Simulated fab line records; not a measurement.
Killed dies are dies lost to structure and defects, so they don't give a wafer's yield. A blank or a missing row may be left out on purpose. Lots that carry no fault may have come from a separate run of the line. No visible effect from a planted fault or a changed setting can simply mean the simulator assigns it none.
Chamber matching -- flow nandHarc -- rieDiel-09 running NHARC_A_STAIRCASE_DESCUM_219: 4 sister chambers
The step chemistry O2, time 3 s. 4 wafers are shown with their chamber, then 11 later ones without.

WAFERS PAIRED WITH THEIR CHAMBERS
wafer,chamber,showerheadPlenumPTorr (Torr)
L093.1,3,1.90
L093.2,0,1.88
L093.4,1,1.86
L093.3,2,1.79

WAFERS WHOSE CHAMBER IS MISSING
wafer,showerheadPlenumPTorr (Torr)
L093.5,1.79
L093.6,1.86
L094.3,1.79
L094.4,1.78
L094.6,1.90
L095.1,1.85
L095.2,1.90
L095.4,1.78
L097.2,1.87
L097.3,1.89
L097.4,1.78

EACH ONE'S CHAMBER
wafer,from the rows above,in truth
L093.5,2,2
L093.6,1,1
L094.3,2,2
L094.4,2,2
L094.6,3,3
L095.1,1,1
L095.2,3,3
L095.4,2,2
L097.2,can't be placed: 0 or 1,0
L097.3,can't be placed: 0 or 3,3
L097.4,2,2
Correct placement for 9 of the 11. From these rows, 2 cannot be placed; in 2 the true chamber is one of the candidates. Number placed wrongly: 0.
How it was worked out, from the rows above alone: a wafer's distance from a chamber is the root of the sum, over the readings, of the square of ((its reading less the chamber's mean) divided by the reading's scatter). The wafer belongs to the nearest chamber; if the next one is less than 2 further off, it can't be placed. A chamber's mean is the mean of its shown wafers. The scatter: root of mean squared gap, hidden wafer to nearest shown wafer, with one shown wafer a chamber.
